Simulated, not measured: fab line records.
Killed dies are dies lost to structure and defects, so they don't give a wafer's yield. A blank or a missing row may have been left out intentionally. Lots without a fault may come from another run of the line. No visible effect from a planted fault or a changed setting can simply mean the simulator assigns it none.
A lot that was struck, set against a sound lot | flow nand-harc | 13 steps out of a route of 1302
Sound: the wafers L948.2, L948.3, L948.6. Struck: wafers L952.2, L952.3, L952.5. At the end, the cause is stated.
Per side, at each step with rows, come the tool, then ch with its chambers, and then its first start. Under that, the readings that differ: sound wafers | struck wafers | difference of the means | sigmas: that difference in standard deviations of wafers without a fault.
alike: readings with means less than 2 such deviations apart, plus words and numbers identical on both sides. not compared: withheld readings, readings lacking a value on some wafer, bounds such as >300 that could conceal the same value, and numbers that have no deviation in the record and whose values overlap.
The two part at a step that has a row with sigmas, a row that says differs or no value, or rows on one side only. When numbers do not overlap yet have no deviation, they are printed without sigmas and do not part them. A reading that every wafer of one side lacks parts them only if that side has two wafers or more.

NHARC_A_WL_FILL_ALD_10: deposits SiO2, target thk 50 nm, pulse time 10 s, ald cycles 500.
  sound on ald-hk-03 ch 0,2,3, day 21 15:25; struck on ald-hk-03 ch 1,2,3, day 24 12:43
  alike: heater-power-w, precursor-pulse-height-rel
then, 1 step without rows for these wafers: NHARC_A_WL_FILL_ETCHBACK_16 (etches the open film in C4F8/O2/Ar, target depth 120 nm, time 24 s).
NHARC_A_WL_FILL_STRIP_29: strips in O2, time 20 s.
  sound on rie-diel-12 ch 0,2,3, day 21 19:05; struck on rie-diel-05 ch 0,1, day 24 16:56
  alike: drypump-motor-current-A, o2-flow-sccm, oes-product-au, rf-vpp-V, showerhead-plenum-p-Torr, throttle-valve-pct
  not compared: rf-hours-counter-h
NHARC_A_WL_FILL_ETCHBACK_17: etches the open film in Cl2/BCl3, target depth 4 nm, time 26.7 s.
  sound on rie-metal-02 ch 0, day 21 19:11; struck on rie-metal-03 ch 0,1, day 24 17:02
  alike: drypump-motor-current-A, he-backside-leak-sccm, oes-product-au
  not compared: rf-hours-counter-h
then, 3 steps without rows for these wafers: NHARC_A_WL_FILL_PRECLEAN_18 (cleans in dHF, time 30 s); NHARC_A_WL_FILL_SRD_21; NHARC_A_WL_FILL_CVD_23 (deposits poly-Si, target thk 40 nm, time 800 s).
NHARC_A_WL_FILL_ETCHBACK_26: etches the open film in HBr, target depth 52 nm, time 13.3 s.
  sound on rie-si-04 ch 0,1, day 22 00:16; struck on rie-si-01 ch 0,2,3, day 24 22:18
  alike: drypump-motor-current-A, he-backside-leak-sccm, oes-product-au, throttle-valve-pct
  not compared: rf-hours-counter-h
then, 2 steps without rows for these wafers: NHARC_A_WL_FILL_PRECLEAN_30 (cleans in dHF, time 10 s); NHARC_A_WL_FILL_SRD_14.
NHARC_A_WL_FILL_ALD_19: deposits TiN, target thk 2 nm, pulse time 3 s, ald cycles 100.
  sound on ald-metal-01 ch 2,3, day 22 00:32; struck on ald-metal-01 ch 0,1,2, day 24 22:34
  alike: heater-power-w, precursor-pulse-height-rel
NHARC_A_WL_FILL_CVD_20: deposits W, target thk 100 nm, time 74 s.
  sound on cvd-w-02 ch 0, day 22 00:44; struck on cvd-w-01 ch 0, day 24 22:48
  no value came back on the struck wafers for chamber-pressure-Torr (Torr), heater-power-outer-w (W), heater-power-w (W), throttle-valve-pct (%); on the sound wafers chamber-pressure-Torr (Torr) reads 40.07 40.08 40.00
NHARC_A_WL_FILL_CMP_12: polishes, t overpolish 30 s, target thk 100 nm.
  sound on cmp-01 ch 0,2,3, day 22 00:55; struck on cmp-01 ch 0,1, day 24 23:05
  reading                | sound    | struck | difference | sigmas
  time-to-endpoint-s (s) | 20 17 20 | 0 2 0  | -18        | -6
  alike: motor-current-A, overpolish-run-s

WHERE THEY PART
At NHARC_A_WL_FILL_CVD_20 first; at NHARC_A_WL_FILL_CMP_12 last (within this record only).

WHY: what had been put in by the simulator
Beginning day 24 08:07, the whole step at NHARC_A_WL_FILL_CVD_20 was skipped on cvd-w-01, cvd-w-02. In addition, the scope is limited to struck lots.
